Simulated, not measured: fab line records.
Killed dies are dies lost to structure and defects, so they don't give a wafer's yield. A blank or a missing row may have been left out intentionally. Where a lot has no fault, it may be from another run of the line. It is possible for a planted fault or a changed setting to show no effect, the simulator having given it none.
fab line records ; flow nand-harc ; part 1 of 2: steps 1 to 14 of 25
record lots=5; wafers=15; last-day=33
route steps=1302 shown A_CHANNEL_HOLE_D1@469 A_CHANNEL_FILL_D1@490
lots that met no fault: taken from a fault-free run of the same line
start-h: hours from the record's opening day to when the first of the lot's shown wafers began ; wait-h: how many hours have passed since the lot's step before this one ; " same as the row above ; L1.1+2: a single row standing in for several wafers ; - no value present, or no start provided ; * or withheld: withheld ; < > ~ a bound
route shown NAME@n: names a module that has steps shown in the file, with the first one's number in the route ; usual: average and standard deviation across the fault-free wafers ; same: alike in all rows ; chamber/n: place in a boat ; sites: the reading at each site ; _std_site: standard deviation across them ; _edge_site: mean of outer sites minus mean of inner sites ; radius-mm: how far each site lies from the wafer's centre ; mask NAME#n: copy n ; behind: tool/chamber where the wafer was last shaped ; hold: reason for holding the lot/hours on hold/outcome of the hold ; device: which transistor (n, p or np) failed to switch ; end of line: tests run on the same wafers once the route is complete ; a step given without rows: its recipe and nothing more ; killed: count of dies lost to structure and defects at first sort (not the wafer's yield) ; map: per-die view of a wafer (x killed, . not killed, _ where there is no die)
set.NAME: the setting as run; set.NAME@STEP: as run at that earlier step ; model.NAME: the simulator's own value behind a step, which no gauge read
lots at some steps of the route; a table a step, a row a wafer
services: the hour from which a tool's chamber was out of use, counted from the record's first day as start-h (under 0 if before that day), plus the number of hours and why
## steps
# step NHARC_A_CHANNEL_HOLE_D1_ETCH_16
# recipe target-depth-a=31000; over-etch-frac=0.3; time-s=806; ion-energy-ev=150; o2-flow-sccm=400; cos-flow-sccm=20; ar-flow-sccm=0; rf-w=500; bias-w=300; chemistry=O2/COS
# usual drypump-motor-current-A=5.9/0.42; o2-flow-sccm=400.0/1.2; oes-product-au=1.002/0.013; rf-fwd-power-W=499.7/1.6; rf-vpp-V=314.0/1.9; showerhead-plenum-p-Torr=3.12/0.13; throttle-valve-pct=28.331/0.0089
lot.wafer;tool;chamber;start-h;wait-h;drypump-motor-current-A;o2-flow-sccm;oes-product-au;rf-fwd-power-W;rf-hours-counter-h;rf-vpp-V;showerhead-plenum-p-Torr;throttle-valve-pct
L078.3;rie-diel-03;1;-;-;5.9;400.7;1.004;498.5;7;311.7;3.05;28.336
L078.4;rie-diel-03;3;-;-;5.5;399.7;1.012;499.7;8;315.1;3.23;28.342
L078.1;rie-diel-03;0;-;-;5.7;402.5;1.022;499.9;8;315.9;3.22;28.340
L088.2;rie-diel-04;1;-;-;5.7;401.1;0.981;498.9;46;311.3;2.95;28.317
L088.6;rie-diel-04;1;-;-;5.7;399.1;0.985;498.5;-;311.4;2.95;28.321
L088.5;rie-diel-04;2;-;-;5.9;399.6;1.000;497.3;-;310.1;2.91;28.325
L090.2;rie-diel-03;3;-;-;5.5;400.5;0.985;501.5;4;315.6;3.23;28.328
L090.6;rie-diel-03;2;-;-;6.6;399.9;1.011;502.4;-;314.3;3.13;28.322
L090.5;rie-diel-03;3;-;-;5.5;399.3;0.983;500.5;-;315.5;3.23;28.331
L096.1;rie-diel-03;2;-;-;6.6;399.4;0.997;499.5;10;313.1;3.13;28.319
L096.6;rie-diel-03;0;-;-;5.7;399.0;1.014;499.3;-;316.0;3.21;28.316
L096.5;rie-diel-03;1;-;-;5.9;398.7;1.012;498.2;-;313.0;3.04;28.338
L097.2;rie-diel-03;1;-;-;5.9;400.5;0.995;498.3;12;313.3;3.04;28.343
L097.4;rie-diel-03;2;-;-;6.6;401.3;0.997;498.7;10;313.8;3.13;28.323
L097.5;rie-diel-03;1;-;-;6.0;399.2;1.001;498.8;-;314.0;3.04;28.334
# step NHARC_A_CHANNEL_HOLE_D1_CD_MEAS_18
# usual cd-nm=98.5/2.6
lot.wafer;tool;chamber;start-h;wait-h;cd-nm
L078.1;cd-sem-02;-;218.93;-;96.4
L078.3;cd-sem-02;-;218.93;-;99.5
L078.4;cd-sem-02;-;218.93;-;101.2
L088.2;cd-sem-03;-;323.50;-;100.8
L088.5;cd-sem-03;-;323.50;-;94.0
L088.6;cd-sem-03;-;323.50;-;96.7
L090.2;cd-sem-02;-;345.89;-;98.7
L090.5;cd-sem-02;-;345.89;-;100.0
L090.6;cd-sem-02;-;345.89;-;95.5
L096.1;cd-sem-01;-;399.31;-;96.6
L096.5;cd-sem-01;-;399.31;-;99.8
L096.6;cd-sem-01;-;399.31;-;95.9
L097.2;cd-sem-03;-;403.27;-;101.1
L097.4;cd-sem-03;-;403.27;-;97.7
L097.5;cd-sem-03;-;403.27;-;99.7
# step NHARC_A_CHANNEL_HOLE_D1_ETCH_19
# recipe bias-v=1200; source-w=2500; pressure-mtorr=15; time-s=34.5; ar-flow-sccm=375; c4f8-flow-sccm=28.8; o2-flow-sccm=96.2; temp-c=-20; target-depth-a=*; chemistry=C4F8/O2/Ar
# usual drypump-motor-current-A=5.9/0.42; o2-flow-sccm=96.2/0.3; rf-fwd-power-W=2458/11; showerhead-plenum-p-Torr=3.70/0.11; throttle-valve-pct=37.038/0.0095
lot.wafer;tool;chamber;start-h;wait-h;drypump-motor-current-A;o2-flow-sccm;rf-fwd-power-W;rf-hours-counter-h;showerhead-plenum-p-Torr;throttle-valve-pct
L078.1;har-etch-01;1;219.00;0.1;6.0;95.8;2457;103;3.77;37.060
L078.3;har-etch-01;1;219.00;0.1;6.0;96.1;2464;-;3.77;37.020
L078.4;har-etch-01;0;219.00;0.1;5.8;96.2;2458;-;3.77;37.033
L088.2;har-etch-02;1;327.42;3.9;5.3;96.1;2457;366;3.71;37.024
L088.6;har-etch-02;0;327.42;3.9;6.6;96.4;2435;-;3.46;37.049
L088.5;har-etch-02;1;327.42;3.9;5.3;96.1;2453;-;3.71;37.050
L090.2;har-etch-01;0;345.98;0.1;5.8;96.1;2469;184;3.72;37.037
L090.5;har-etch-01;1;345.98;0.1;6.0;96.0;2471;-;3.72;37.038
L090.6;har-etch-01;0;345.98;0.1;5.8;95.6;2467;-;3.72;37.033
L096.1;har-etch-01;1;399.38;0.1;6.0;96.2;2465;215;3.70;37.043
L096.5;har-etch-01;1;399.38;0.1;6.0;95.4;2455;-;3.70;37.053
L096.6;har-etch-01;0;399.38;0.1;5.8;96.1;2467;-;3.70;37.024
L097.2;har-etch-02;0;410.82;7.5;6.6;96.6;2453;11;3.98;37.030
L097.4;har-etch-02;1;410.82;7.5;5.3;96.7;2450;-;3.68;37.042
L097.5;har-etch-02;0;410.82;7.5;6.6;96.4;2451;-;3.98;37.031
# step NHARC_A_CHANNEL_HOLE_D1_ETCH_20
# recipe bias-v=3000; source-w=withheld; pressure-mtorr=20; time-s=361.9; ar-flow-sccm=375; c4f8-flow-sccm=89.3; o2-flow-sccm=35.7; temp-c=-20; target-depth-a=16000; chemistry=C4F8/O2/Ar
# usual drypump-motor-current-A=5.9/0.42; o2-flow-sccm=35.70/0.1; showerhead-plenum-p-Torr=3.66/0.11; throttle-valve-pct=32.155/0.0098
lot.wafer;tool;chamber;start-h;wait-h;drypump-motor-current-A;o2-flow-sccm;rf-hours-counter-h;showerhead-plenum-p-Torr;throttle-valve-pct
L078.1;har-etch-01;1;219.12;0.1;6.0;35.76;103;3.72;32.153
L078.3;har-etch-01;1;219.12;0.1;6.0;35.79;-;3.72;32.162
L078.4;har-etch-01;0;219.12;0.1;5.9;35.65;-;3.72;32.166
L088.2;har-etch-02;1;327.57;0.1;5.3;35.69;366;3.67;32.150
L088.6;har-etch-02;0;327.57;0.1;6.6;35.67;-;3.43;32.165
L088.5;har-etch-02;1;327.57;0.1;5.4;35.66;-;3.67;32.152
L090.2;har-etch-01;0;346.12;0.1;5.9;35.87;184;3.68;32.150
L090.5;har-etch-01;1;346.12;0.1;6.0;35.79;-;3.68;32.145
L090.6;har-etch-01;0;346.12;0.1;5.9;35.92;-;3.68;32.160
L096.1;har-etch-01;1;399.49;0.1;6.0;35.70;215;3.66;32.137
L096.5;har-etch-01;1;399.49;0.1;6.0;35.73;-;3.66;32.150
L096.6;har-etch-01;0;399.49;0.1;5.9;35.77;-;3.66;32.163
L097.2;har-etch-02;0;410.96;0.1;6.6;35.64;12;3.93;32.150
L097.4;har-etch-02;1;410.96;0.1;5.3;35.76;-;3.64;32.140
L097.5;har-etch-02;0;410.96;0.1;6.6;35.82;-;3.93;32.162
# step NHARC_A_CHANNEL_HOLE_D1_ETCH_21
# recipe bias-v=3000; source-w=withheld; pressure-mtorr=20; time-s=514.3; ar-flow-sccm=375; c4f8-flow-sccm=89.3; o2-flow-sccm=35.7; temp-c=-20; target-depth-a=16000; chemistry=C4F8/O2/Ar
# usual drypump-motor-current-A=5.9/0.43; o2-flow-sccm=35.69/0.11; showerhead-plenum-p-Torr=3.66/0.11; throttle-valve-pct=32.156/0.0094
lot.wafer;tool;chamber;start-h;wait-h;drypump-motor-current-A;o2-flow-sccm;rf-hours-counter-h;showerhead-plenum-p-Torr;throttle-valve-pct
L078.1;har-etch-01;1;219.44;0.3;6.0;35.70;104;3.72;32.157
L078.3;har-etch-01;1;219.44;0.3;6.0;35.76;-;3.72;32.167
L078.4;har-etch-01;0;219.44;0.3;5.9;35.66;-;3.72;32.174
L088.2;har-etch-02;1;327.91;0.3;5.3;35.84;366;3.67;32.155
L088.6;har-etch-02;0;327.91;0.3;6.6;35.61;-;3.43;32.144
L088.5;har-etch-02;1;327.91;0.3;5.3;35.72;-;3.67;32.158
L090.2;har-etch-01;0;346.46;0.3;5.8;35.74;184;3.68;32.163
L090.5;har-etch-01;1;346.46;0.3;6.0;35.64;-;3.68;32.150
L090.6;har-etch-01;0;346.46;0.3;5.8;35.77;-;3.68;32.145
L096.1;har-etch-01;1;399.80;0.3;6.0;35.67;215;3.66;32.155
L096.5;har-etch-01;1;399.80;0.3;6.0;35.87;-;3.66;32.166
L096.6;har-etch-01;0;399.80;0.3;5.8;35.74;-;3.66;32.146
L097.2;har-etch-02;0;411.30;0.3;6.7;35.68;12;3.93;32.143
L097.4;har-etch-02;1;411.30;0.3;5.3;35.72;-;3.64;32.148
L097.5;har-etch-02;0;411.30;0.3;6.7;35.73;-;3.93;32.155
# step NHARC_A_CHANNEL_HOLE_D1_ETCH_22
# recipe bias-v=3000; source-w=withheld; pressure-mtorr=20; time-s=666.7; ar-flow-sccm=375; c4f8-flow-sccm=89.3; o2-flow-sccm=35.7; temp-c=-20; target-depth-a=16000; chemistry=C4F8/O2/Ar
# usual drypump-motor-current-A=5.9/0.43; o2-flow-sccm=35.71/0.1; showerhead-plenum-p-Torr=3.66/0.11; throttle-valve-pct=32.155/0.0092
lot.wafer;tool;chamber;start-h;wait-h;drypump-motor-current-A;o2-flow-sccm;rf-hours-counter-h;showerhead-plenum-p-Torr;throttle-valve-pct
L078.1;har-etch-01;1;219.88;0.4;6.0;35.82;104;3.72;32.159
L078.3;har-etch-01;1;219.88;0.4;6.0;35.75;-;3.72;32.140
L078.4;har-etch-01;0;219.88;0.4;5.8;35.57;-;3.72;32.164
L088.2;har-etch-02;1;328.37;0.4;5.3;35.65;367;3.67;32.156
L088.6;har-etch-02;0;328.37;0.4;6.7;35.67;-;3.43;32.150
L088.5;har-etch-02;1;328.37;0.4;5.3;35.61;-;3.67;32.167
L090.2;har-etch-01;0;346.92;0.4;5.8;35.76;185;3.68;32.161
L090.5;har-etch-01;1;346.92;0.4;6.0;35.78;-;3.68;32.150
L090.6;har-etch-01;0;346.92;0.4;5.8;35.81;-;3.68;32.159
L096.1;har-etch-01;1;400.26;0.4;6.0;35.70;216;3.66;32.153
L096.5;har-etch-01;1;400.26;0.4;6.0;35.74;-;3.66;32.151
L096.6;har-etch-01;0;400.26;0.4;5.9;35.72;-;3.66;32.146
L097.2;har-etch-02;0;411.77;0.4;6.6;35.64;12;3.93;32.160
L097.4;har-etch-02;1;411.77;0.4;5.3;35.69;-;3.64;32.155
L097.5;har-etch-02;0;411.77;0.4;6.6;35.70;-;3.93;32.160
# step NHARC_A_CHANNEL_HOLE_D1_ETCH_23
# recipe bias-v=5000; source-w=withheld; pressure-mtorr=20; time-s=819; ar-flow-sccm=375; c4f8-flow-sccm=89.3; o2-flow-sccm=35.7; temp-c=-20; target-depth-a=16000; chemistry=C4F8/O2/Ar
# usual drypump-motor-current-A=5.9/0.43; o2-flow-sccm=35.70/0.12; showerhead-plenum-p-Torr=3.66/0.11; throttle-valve-pct=32.156/0.01
lot.wafer;tool;chamber;start-h;wait-h;drypump-motor-current-A;o2-flow-sccm;rf-hours-counter-h;showerhead-plenum-p-Torr;throttle-valve-pct
L078.1;har-etch-01;1;220.44;0.5;6.0;35.52;105;3.72;32.155
L078.3;har-etch-01;1;220.44;0.5;6.0;35.75;-;3.72;32.176
L078.4;har-etch-01;0;220.44;0.5;5.8;35.80;-;3.72;32.151
L088.2;har-etch-02;1;328.97;0.5;5.3;35.83;368;3.67;32.156
L088.6;har-etch-02;0;328.97;0.5;6.6;35.79;-;3.43;32.164
L088.5;har-etch-02;1;328.97;0.5;5.3;35.70;-;3.67;32.159
L090.2;har-etch-01;0;347.50;0.5;5.9;35.96;185;3.68;32.150
L090.5;har-etch-01;1;347.50;0.5;6.0;35.80;-;3.68;32.167
L090.6;har-etch-01;0;347.50;0.5;5.9;35.72;-;3.68;32.161
L096.1;har-etch-01;1;400.82;0.5;6.0;35.79;216;3.66;32.140
L096.5;har-etch-01;1;400.82;0.5;6.0;35.86;-;3.66;32.166
L096.6;har-etch-01;0;400.82;0.5;5.8;35.75;-;3.66;32.167
L097.2;har-etch-02;0;412.36;0.5;6.6;35.79;13;3.93;32.157
L097.4;har-etch-02;1;412.36;0.5;5.3;35.80;-;3.64;32.173
L097.5;har-etch-02;0;412.36;0.5;6.6;35.72;-;3.93;32.159
# step NHARC_A_CHANNEL_HOLE_D1_ETCH_24
# recipe bias-v=5000; source-w=withheld; pressure-mtorr=20; time-s=906.2; ar-flow-sccm=375; c4f8-flow-sccm=93.8; o2-flow-sccm=31.2; temp-c=-20; target-depth-a=15000; chemistry=C4F8/O2/Ar
# usual drypump-motor-current-A=5.9/0.43; o2-flow-sccm=31.21/0.083; showerhead-plenum-p-Torr=3.66/0.11; throttle-valve-pct=32.235/0.0095
lot.wafer;tool;chamber;start-h;wait-h;drypump-motor-current-A;o2-flow-sccm;rf-hours-counter-h;showerhead-plenum-p-Torr;throttle-valve-pct
L078.1;har-etch-01;1;221.13;0.6;6.0;31.11;105;3.72;32.247
L078.3;har-etch-01;1;221.13;0.6;6.0;31.13;-;3.72;32.237
L078.4;har-etch-01;0;221.13;0.6;5.8;31.27;-;3.72;32.242
L088.2;har-etch-02;1;329.68;0.6;5.3;31.20;368;3.66;32.232
L088.6;har-etch-02;0;329.68;0.6;6.6;31.17;-;3.43;32.226
L088.5;har-etch-02;1;329.68;0.6;5.3;31.15;-;3.66;32.236
L090.2;har-etch-01;0;348.20;0.6;5.8;31.33;186;3.67;32.240
L090.5;har-etch-01;1;348.20;0.6;6.0;31.31;-;3.67;32.235
L090.6;har-etch-01;0;348.20;0.6;5.8;31.23;-;3.67;32.229
L096.1;har-etch-01;1;401.51;0.6;6.0;31.25;217;3.66;32.246
L096.5;har-etch-01;1;401.51;0.6;6.0;31.18;-;3.66;32.236
L096.6;har-etch-01;0;401.51;0.6;5.8;31.16;-;3.66;32.243
L097.2;har-etch-02;0;413.07;0.6;6.6;31.24;14;3.92;32.243
L097.4;har-etch-02;1;413.07;0.6;5.3;31.24;-;3.64;32.226
L097.5;har-etch-02;0;413.07;0.6;6.6;31.22;-;3.92;32.244
# step NHARC_A_CHANNEL_HOLE_D1_ETCH_25
# recipe bias-v=5000; source-w=withheld; pressure-mtorr=20; time-s=1040.2; ar-flow-sccm=375; c4f8-flow-sccm=93.8; o2-flow-sccm=31.2; temp-c=-20; target-depth-a=15000; chemistry=C4F8/O2/Ar
# usual drypump-motor-current-A=5.9/0.43; o2-flow-sccm=31.21/0.1; showerhead-plenum-p-Torr=3.66/0.11; throttle-valve-pct=32.235/0.0093
lot.wafer;tool;chamber;start-h;wait-h;drypump-motor-current-A;o2-flow-sccm;rf-hours-counter-h;showerhead-plenum-p-Torr;throttle-valve-pct
L078.1;har-etch-01;1;221.89;0.6;6.0;31.20;106;3.72;32.245
L078.3;har-etch-01;1;221.89;0.6;6.0;31.20;-;3.72;32.234
L078.4;har-etch-01;0;221.89;0.6;5.8;31.25;-;3.72;32.236
L088.2;har-etch-02;1;330.47;0.7;5.3;31.16;369;3.66;32.228
L088.6;har-etch-02;0;330.47;0.7;6.6;31.03;-;3.43;32.241
L088.5;har-etch-02;1;330.47;0.7;5.3;31.21;-;3.66;32.243
L090.2;har-etch-01;0;348.99;0.7;5.8;31.28;187;3.67;32.242
L090.5;har-etch-01;1;348.99;0.7;6.0;31.28;-;3.67;32.228
L090.6;har-etch-01;0;348.99;0.7;5.8;31.20;-;3.67;32.228
L096.1;har-etch-01;1;402.28;0.6;6.0;31.26;218;3.65;32.224
L096.5;har-etch-01;1;402.28;0.6;6.0;31.10;-;3.65;32.244
L096.6;har-etch-01;0;402.28;0.6;5.8;31.22;-;3.66;32.231
L097.2;har-etch-02;0;413.86;0.7;6.6;31.16;14;3.92;32.237
L097.4;har-etch-02;1;413.86;0.7;5.3;31.15;-;3.64;32.220
L097.5;har-etch-02;0;413.86;0.7;6.6;31.26;-;3.92;32.239
# step NHARC_A_CHANNEL_HOLE_D1_ETCH_26
# recipe bias-v=300; source-w=2000; pressure-mtorr=30; time-s=224.1; ar-flow-sccm=375; c4f8-flow-sccm=11.4; o2-flow-sccm=113.6; temp-c=-20; target-depth-a=3000; chemistry=C4F8/O2/Ar
# usual drypump-motor-current-A=5.9/0.43; o2-flow-sccm=113.7/0.33; showerhead-plenum-p-Torr=3.71/0.11; throttle-valve-pct=24.584/0.0096
lot.wafer;tool;chamber;start-h;wait-h;drypump-motor-current-A;o2-flow-sccm;rf-hours-counter-h;showerhead-plenum-p-Torr;throttle-valve-pct
L078.1;har-etch-01;1;222.77;0.7;6.0;113.4;107;3.77;24.579
L078.3;har-etch-01;1;222.77;0.7;6.0;113.8;-;3.77;24.585
L078.4;har-etch-01;0;222.77;0.7;5.8;113.1;-;3.77;24.587
L088.2;har-etch-02;1;331.24;0.6;5.3;113.8;370;3.71;24.612
L088.6;har-etch-02;0;331.24;0.6;6.6;114.1;-;3.46;24.591
L088.5;har-etch-02;1;331.24;0.6;5.3;113.4;-;3.71;24.581
L090.2;har-etch-01;0;349.75;0.6;5.8;113.6;187;3.72;24.585
L090.5;har-etch-01;1;349.75;0.6;6.0;113.7;-;3.72;24.590
L090.6;har-etch-01;0;349.75;0.6;5.8;113.1;-;3.72;24.577
L096.1;har-etch-01;1;403.15;0.7;6.0;113.7;218;3.70;24.572
L096.5;har-etch-01;1;403.15;0.7;6.0;113.7;-;3.70;24.582
L096.6;har-etch-01;0;403.15;0.7;5.8;113.9;-;3.70;24.586
L097.2;har-etch-02;0;414.63;0.6;6.6;112.8;15;3.98;24.595
L097.4;har-etch-02;1;414.63;0.6;5.3;114.1;-;3.69;24.585
L097.5;har-etch-02;0;414.63;0.6;6.7;114.0;-;3.98;24.582
# step NHARC_A_CHANNEL_HOLE_D1_ETCH_33
# recipe bias-v=400; source-w=2000; pressure-mtorr=25; time-s=90; ar-flow-sccm=375; c4f8-flow-sccm=41.7; o2-flow-sccm=83.3; temp-c=-20; target-depth-a=4000; chemistry=C4F8/O2/Ar
# usual drypump-motor-current-A=5.9/0.43; o2-flow-sccm=83.29/0.21; rf-fwd-power-W=1989/5.9; showerhead-plenum-p-Torr=3.70/0.11; throttle-valve-pct=27.619/0.0092
lot.wafer;tool;chamber;start-h;wait-h;drypump-motor-current-A;o2-flow-sccm;rf-fwd-power-W;rf-hours-counter-h;showerhead-plenum-p-Torr;throttle-valve-pct
L078.1;har-etch-01;1;222.97;0.2;6.0;83.19;1979;107;3.76;27.628
L078.3;har-etch-01;1;222.97;0.2;6.0;83.45;1993;-;3.76;27.608
L078.4;har-etch-01;0;222.97;0.2;5.8;83.19;1981;-;3.76;27.610
L088.2;har-etch-02;1;331.44;0.2;5.3;83.22;1979;370;3.70;27.598
L088.6;har-etch-02;0;331.44;0.2;6.6;83.46;1988;-;3.46;27.621
L088.5;har-etch-02;1;331.44;0.2;5.3;83.27;1998;-;3.71;27.610
L090.2;har-etch-01;0;349.94;0.2;5.8;83.37;1986;188;3.72;27.626
L090.5;har-etch-01;1;349.94;0.2;6.0;83.24;1994;-;3.72;27.630
L090.6;har-etch-01;0;349.94;0.2;5.8;83.61;1991;-;3.72;27.610
L096.1;har-etch-01;1;403.35;0.2;6.0;83.20;2001;219;3.70;27.615
L096.5;har-etch-01;1;403.35;0.2;6.0;83.41;1991;-;3.70;27.633
L096.6;har-etch-01;0;403.35;0.2;5.8;83.04;1990;-;3.70;27.627
L097.2;har-etch-02;0;414.82;0.2;6.6;82.74;1992;15;3.97;27.637
L097.4;har-etch-02;1;414.82;0.2;5.3;83.19;1983;-;3.68;27.624
L097.5;har-etch-02;0;414.82;0.2;6.7;82.89;1986;-;3.97;27.632
# step NHARC_A_CHANNEL_HOLE_D1_STRIP_41
# recipe n2-flow-sccm=150; h2-flow-sccm=150; ar-flow-sccm=0; bias-w=0; chemistry=N2/H2
lot.wafer;tool;chamber;start-h;wait-h
L078.4+1+3;rie-diel-03;3,0,1;223.50;0.4
L088.2+6+5;rie-diel-03;0,0,1;331.93;0.5
L090.2+5+6;rie-diel-03;1,2,3;350.47;0.5
L096.1+5+6;rie-diel-03;1,0,1;403.89;0.5
L097.2+4+5;rie-diel-03;0,1,2;415.34;0.5
# step NHARC_A_CHANNEL_HOLE_D1_STRIP_42
# recipe cf4-flow-sccm=100; chf3-flow-sccm=30; ar-flow-sccm=0; bias-w=0; chemistry=CF4/CHF3
lot.wafer;tool;chamber;start-h;wait-h
L078.3+4+1;rie-diel-03;2,3,1;223.68;0.2
L088.2+6+5;rie-diel-03;0,3,0;332.03;0.1
L090.2+5+6;rie-diel-03;0,2,3;350.54;0.1
L096.1+6+5;rie-diel-03;2,3,0;403.98;0.1
L097.4+2+5;rie-diel-03;1,2,0;415.42;0.1
# step NHARC_A_CHANNEL_HOLE_D1_STRIP_43
# recipe o2-flow-sccm=400; cos-flow-sccm=20; ar-flow-sccm=0; bias-w=0; chemistry=O2/COS
lot.wafer;tool;chamber;start-h;wait-h
L078.3+4+1;rie-diel-03;3,0,1;223.75;0.1
L088.2+5+6;rie-diel-03;1,1,2;332.09;0.1
L090.2+6+5;rie-diel-03;1,0,1;350.60;0.1
L096.1+5+6;rie-diel-03;1,3,0;404.04;0.1
L097.2+4+5;rie-diel-03;0,1,3;415.48;0.1
